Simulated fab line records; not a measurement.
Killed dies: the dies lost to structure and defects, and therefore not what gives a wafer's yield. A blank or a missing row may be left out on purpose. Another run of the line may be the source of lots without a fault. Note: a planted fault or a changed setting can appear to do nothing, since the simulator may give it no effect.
Problem report in the 8D (eight disciplines) form, filled by code + flow nand_harc + the parts of the form that need people (team, actions taken, sign-off) are left out

## 1. THE PROBLEM
Wafers with no fault read 51 with a standard deviation of 18, whereas killed_at_array at NHARC_END_SORT_01 reads a mean of 649 on 1 wafer of 1 lot. That is +33 standard deviations from the usual mean.
First seen on wafer L633.2, day 29 11:43, on prober-01. The record has a number at this step for 21 wafers belonging to 7 lots. By rule, "out" or "out of limits" means more than 4 standard deviations away from the usual mean. The other wafers with a number count as sound.

## 2. WHAT IT IS AND WHAT IT IS NOT
| question                    | is                           | is not                                                                                            |
|-----------------------------|------------------------------|---------------------------------------------------------------------------------------------------|
| which readings at this step | killed_at_array, killed_dies | killed_at_other, killed_at_periphery, killed_open, killed_short                                   |
| which lots                  | L633                         | L622, L639, L640, L641, L642, L643                                                                |
| which wafers of those lots  | L633.2                       | L633.4, L633.6                                                                                    |
| read on which gauges        | prober-01                    | prober-02                                                                                         |
| when                        | from day 29 11:43            | up to then (3 sound wafers); but 17 sound wafers of L633, L639, L640, L641, L642, L643 came after |

## 3. WHAT RULES OUT EACH SUSPECT
Counting: a tool at a process step up to the reading stays a suspect if it ran every lot that is out. Sound lots after the first of them don't rule it out here, since some wafers of a struck lot are sound.
- ruled out: the gauge at NHARC_END_SORT_01. All the wafers that are out were read on prober-01, but those of them that NHARC_A_CONTACT_ETCH_89 has rows for are out there too, on other tools.
- rie_diel-03 at NHARC_A_CONTACT_DESCUM_13 (chemistry O2, time 3 s): kept. It ran the lot that is out, L633 (day 27 07:47).
- rie_diel-03 at NHARC_A_CONTACT_ETCH_89 (etches the open film in N2/H2, target depth 260 nm, time 475.3 s): kept. It ran the lot that is out, L633 (day 27 07:57). Its own run_length_s readings are out on those wafers.
- rie_diel-03 at NHARC_A_CONTACT_ETCH_98 (etches the open film in C4F6/O2, target depth 20 nm, time 10 s): kept. It ran the lot that is out, L633 (day 29 11:43). NHARC_A_CONTACT_ETCH_98: start missing for some lots; hours and lot order therefore follow NHARC_END_SORT_01.
- At NHARC_A_CONTACT_DESCUM_13, inside rie_diel-03: chamber 1 took the wafers that are out, while their sound lot-mates went through chambers 0, 2.
- Within rie_diel-03 at NHARC_A_CONTACT_ETCH_89, the wafers that are out were processed in chamber 0 and their sound lot-mates in chamber 1.
- Within rie_diel-03 at NHARC_A_CONTACT_ETCH_98, the wafers that are out were processed in chamber 1 and their sound lot-mates in chamber 0.
The count leaves rie_diel-03 at NHARC_A_CONTACT_DESCUM_13, rie_diel-03 at NHARC_A_CONTACT_ETCH_89, and rie_diel-03 at NHARC_A_CONTACT_ETCH_98.

## 4. THE CAUSE (what the simulator had put in)
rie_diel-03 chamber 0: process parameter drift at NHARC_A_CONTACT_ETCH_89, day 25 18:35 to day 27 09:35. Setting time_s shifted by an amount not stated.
After counting, 3 suspects remain, this tool included.

## 5. THE CHAIN OF EFFECTS, in route order
Rows list readings where the struck wafers' mean (over those with a number) sits beyond 3 standard deviations from the usual. Only readings for which the record gives a usual standard deviation are gone through. hours: the time from each lot's start at the first step in this table that gives one to its start at this step, as a median over the lots. sigmas: the change in usual standard deviations.
| hours | step                    | reading         | usual   | on struck wafers | change | sigmas      |
|-------|-------------------------|-----------------|---------|------------------|--------|-------------|
| 0     | NHARC_A_CONTACT_ETCH_89 | run_length_s    | 496.7 s | 361.4            | -135.3 | -99 or more |
| 52    | NHARC_END_SORT_01       | killed_at_array | 51      | 649              | +598   | +33         |
| 52    | NHARC_END_SORT_01       | killed_dies     | 55      | 649              | +594   | +31         |
It contains these process steps:
- NHARC_A_CONTACT_ETCH_89: etches the open film in N2/H2, target depth 260 nm, time 475.3 s.

## 6. WHAT WOULD HAVE CAUGHT IT SOONER
Counted from the fault's start at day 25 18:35, it took 89 hours until the first out-of-limits reading at a measuring or inspecting step in this record, taken at day 29 11:43.
The tool's own readings at NHARC_A_CONTACT_ETCH_89 were out on every struck wafer that the step has a row for (run_length_s): an alarm limit on them would have fired on the first of those.
Each of the lots that are out, 1 in all, had begun NHARC_A_CONTACT_ETCH_89 on rie_diel-03 no later than day 29 11:43. Tool hold at that time: it would have spared none of them.
